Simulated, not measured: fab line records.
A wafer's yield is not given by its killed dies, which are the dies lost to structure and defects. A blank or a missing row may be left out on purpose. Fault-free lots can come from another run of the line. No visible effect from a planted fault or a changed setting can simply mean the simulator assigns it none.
A lot that was struck, set against a sound lot    flow nand harc    15 steps out of a route of 1159
Sound: these wafers, L554.1, L554.2, L554.4. Struck: wafers L553.2, L553.4. (L553.6 of the same lot was not struck and is left out.) The cause comes at the end.
For every step that has rows: the tool of each side, followed by ch and its chambers, followed by its first start. Under that, the readings that differ: sound wafers    struck wafers    difference of the means    sigmas: that difference in standard deviations of wafers without a fault.
alike: same words and numbers on both sides, and readings whose means sit less than 2 such deviations apart. not compared: any withheld reading, any reading some wafer has no value for, any bound like >300 that may hide the same value, and any number with overlapping values for which the record gives no deviation.
A row with sigmas, a row that says differs or no value, or rows on one side alone: a step with any of these is where the two part. Numbers that don't overlap but have no deviation are shown without sigmas and don't part them. Lack of a reading on every wafer of one side parts them only where that side has two or more wafers.

first, 1 step without rows for these wafers: NHARC_A_ONON_D1_DEP_06 (target thk 1000 nm).
NHARC_A_ONON_D1_THK_MEAS_08: measures by ellipsometry.
  sound on film metro-01, day 11 19:40; struck on film metro-02, day 11 19:40
  alike: thk nm
then, no rows for these wafers at 1 step: NHARC_A_ONON_D1_DEP_09 (target thk 1000 nm).
NHARC_A_ONON_D1_THK_MEAS_11: measures by ellipsometry.
  sound on film metro-02, day 11 20:13; struck on film metro-01, day 11 20:14
  alike: thk nm
then, no rows for these wafers at 1 step: NHARC_A_ONON_D1_DEP_12 (target thk 1000 nm).
NHARC_A_ONON_D1_THK_MEAS_14: measures by ellipsometry.
  sound on film metro-01, day 11 20:47; struck on film metro-02, day 11 20:48
reading      sound           struck   difference  sigmas
thk nm (nm)  1009 1010 1010  987 987  -23         -2
then, 2 steps without rows for these wafers: NHARC_A_ONON_D1_ANNEAL_15 (time 3600 s); NHARC_A_ONON_D1_DEP_16 (target thk 1000 nm).
NHARC_A_ONON_D1_THK_MEAS_18: measures by ellipsometry.
  sound on film metro-02, day 12 03:51; struck on film metro-02, day 12 04:06
  alike: thk nm
then, no rows for these wafers at 1 step: NHARC_A_ONON_D1_DEP_19 (target thk 1000 nm).
NHARC_A_ONON_D1_THK_MEAS_21: measures by ellipsometry.
  sound on film metro-02, day 12 04:28; struck on film metro-02, day 12 04:40
reading      sound        struck     difference  sigmas
thk nm (nm)  986 985 986  1011 1012  +26         +3
NHARC_A_ONON_D1_DEP_22: target thk 1000 nm.
  sound on pecvd onon-04 ch 0, day 12 04:31; struck on pecvd onon-01 ch 0, day 12 04:47
reading              sound           struck     difference  sigmas
n2 flow sccm (sccm)  2767 2762 2760  2741 2744  -20         -2
NHARC_A_ONON_D1_THK_MEAS_24: measures by ellipsometry.
  sound on film metro-01, day 12 05:02; struck on film metro-02, day 12 05:14
reading      sound           struck     difference  sigmas
thk nm (nm)  1000 1001 1000  1302 1305  +303        +32
then, no rows for these wafers at 1 step: NHARC_A_ONON_D1_DEP_25 (target thk 1000 nm).
-- the record jumps here: 12 days lie between the struck wafers' starts before and after (it left off in module A_ONON_D1 and takes up again in module END, whose first step shown is number 1159 of the route) --
NHARC_END_SORT_01:
  at this point the record logs the struck wafers (prober-01 ch 0, day 23 21:02) and has no rows for the sound ones

== WHERE THEY PART ==
Earliest at NHARC_A_ONON_D1_THK_MEAS_14; latest, in this record, at NHARC_END_SORT_01.

WHY: what the simulator had put in
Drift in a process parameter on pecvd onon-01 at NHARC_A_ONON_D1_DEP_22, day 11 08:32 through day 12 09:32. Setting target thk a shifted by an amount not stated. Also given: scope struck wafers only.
